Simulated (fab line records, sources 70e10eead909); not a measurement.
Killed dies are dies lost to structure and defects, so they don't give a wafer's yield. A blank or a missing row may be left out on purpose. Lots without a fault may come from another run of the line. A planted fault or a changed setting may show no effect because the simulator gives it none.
Chamber matching | flow nand_harc | NHARC_A_STAIRCASE_TRIM_196 on rie_diel-07: 4 sister chambers
The step chemistry O2, time 211.2 s. 20 wafers are shown with their chamber, then 10 later ones without.

WAFERS WITH THEIR CHAMBER
wafer  | chamber | drypump_motor_current_A (A) | showerhead_plenum_p_Torr (Torr) | oes_product_au (a.u.)
L074.1 | 3       | 5.6                         | 3.77                            | 1.014
L074.3 | 2       | 6.0                         | 3.70                            | 1.021
L074.6 | 0       | 6.7                         | 3.42                            | 1.000
L080.1 | 0       | 6.7                         | 3.41                            | 0.995
L080.4 | 2       | 6.0                         | 3.69                            | 1.002
L080.5 | 1       | 4.7                         | 3.44                            | 1.000
L081.4 | 0       | 6.7                         | 3.41                            | 0.992
L081.5 | 2       | 6.0                         | 3.69                            | 1.003
L081.6 | 3       | 5.6                         | 3.76                            | 0.998
L087.1 | 1       | 4.8                         | 3.43                            | 1.025
L087.3 | 2       | 6.0                         | 3.68                            | 1.004
L087.5 | 2       | 6.0                         | 3.68                            | 1.012
L091.3 | 3       | 5.6                         | 3.75                            | 0.990
L091.4 | 0       | 6.7                         | 3.40                            | 0.989
L091.5 | 3       | 5.5                         | 3.75                            | 0.992
L092.2 | 3       | 5.6                         | 3.75                            | 1.008
L092.3 | 0       | 6.7                         | 3.40                            | 0.997
L092.5 | 3       | 5.6                         | 3.75                            | 1.011
L095.1 | 3       | 5.6                         | 3.75                            | 1.000
L095.2 | 1       | 4.8                         | 3.42                            | 1.000

SIGNATURES (means of the wafers above)
reading                  | chamber 0 | chamber 1 | chamber 2 | chamber 3 | scatter within a chamber
drypump_motor_current_A  | 6.700     | 4.767     | 6.000     | 5.586     | 0.0309
showerhead_plenum_p_Torr | 3.4080    | 3.4300    | 3.6880    | 3.7543    | 0.00841
oes_product_au           | 0.99460   | 1.00833   | 1.00840   | 1.00186   | 0.00893
Rule: a wafer's distance from a chamber is the root of the sum, over the readings, of the square of ((its reading less the chamber's mean) divided by the reading's scatter). The wafer belongs to the nearest chamber; if the next one is less than 2 further off, it can't be placed. The scatter: the root of (the sum of the squares of (reading less its chamber's mean) over the shown wafers, divided by (wafers less chambers)).

WAFERS WITHOUT THEIR CHAMBER
wafer  | drypump_motor_current_A (A) | showerhead_plenum_p_Torr (Torr) | oes_product_au (a.u.)
L095.4 | 6.0                         | 3.67                            | 1.021
L093.4 | 6.0                         | 3.67                            | 1.008
L093.5 | 4.8                         | 3.42                            | 1.006
L093.6 | 6.0                         | 3.67                            | 1.009
L096.3 | 4.7                         | 3.41                            | 1.004
L096.5 | 6.6                         | 3.39                            | 1.004
L096.6 | 4.8                         | 3.42                            | 1.008
L097.1 | 4.7                         | 3.41                            | 1.006
L097.2 | 6.7                         | 3.39                            | 0.991
L097.6 | 6.7                         | 3.39                            | 0.999

WHICH CHAMBER EACH WENT THROUGH
wafer  | from the rows above | in truth
L095.4 | 2                   | 2
L093.4 | 2                   | 2
L093.5 | 1                   | 1
L093.6 | 2                   | 2
L096.3 | 1                   | 1
L096.5 | 0                   | 0
L096.6 | 1                   | 1
L097.1 | 1                   | 1
L097.2 | 0                   | 0
L097.6 | 0                   | 0
Placed correctly: 10 of 10. Can't be placed from these rows: 0. Placed wrongly: 0.
